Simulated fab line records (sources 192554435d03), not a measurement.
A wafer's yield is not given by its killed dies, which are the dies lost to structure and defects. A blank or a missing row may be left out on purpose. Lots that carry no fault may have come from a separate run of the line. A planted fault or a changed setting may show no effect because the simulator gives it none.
Matching of chambers / flow n5-finfet / N5_BEOL_M5_STRIP_36 on rie-diel-03 has 4 sister chambers
The step strips in N2/H2. 4 wafers are shown with their chamber, then 9 later ones without.

== WAFERS, EACH WITH ITS CHAMBER ==
wafer=L085.6; chamber=2; drypump-motor-current-A (A)=6.6
wafer=L091.1; chamber=1; drypump-motor-current-A (A)=5.8
wafer=L091.2; chamber=3; drypump-motor-current-A (A)=6.4
wafer=L091.4; chamber=0; drypump-motor-current-A (A)=5.3

== WAFERS WITH NO CHAMBER GIVEN ==
wafer=L095.1; drypump-motor-current-A (A)=6.4
wafer=L095.2; drypump-motor-current-A (A)=5.8
wafer=L095.4; drypump-motor-current-A (A)=6.4
wafer=L094.2; drypump-motor-current-A (A)=6.6
wafer=L094.3; drypump-motor-current-A (A)=5.8
wafer=L094.5; drypump-motor-current-A (A)=6.5
wafer=L096.4; drypump-motor-current-A (A)=6.6
wafer=L096.5; drypump-motor-current-A (A)=5.2
wafer=L096.6; drypump-motor-current-A (A)=6.5

== THE CHAMBER EACH PASSED THROUGH ==
wafer=L095.1; from the rows above=3; in truth=3
wafer=L095.2; from the rows above=1; in truth=1
wafer=L095.4; from the rows above=3; in truth=3
wafer=L094.2; from the rows above=2; in truth=2
wafer=L094.3; from the rows above=1; in truth=1
wafer=L094.5; from the rows above=can't be placed: 2 or 3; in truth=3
wafer=L096.4; from the rows above=2; in truth=2
wafer=L096.5; from the rows above=0; in truth=0
wafer=L096.6; from the rows above=can't be placed: 2 or 3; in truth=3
7 of 9 placed correctly. Unplaceable from these rows: 2, with the true chamber sitting among the candidates in 2. 0 placed wrongly.
How it was worked out, from the rows above alone: a wafer's distance from a chamber is the root of the sum, over the readings, of the square of ((its reading less the chamber's mean) divided by the reading's scatter). The wafer belongs to the nearest chamber; if the next one is less than 2 further off, it can't be placed. The mean given for a chamber averages the wafers shown for that chamber. The scatter: root of mean squared gap, hidden wafer to nearest shown wafer, with one shown wafer a chamber.
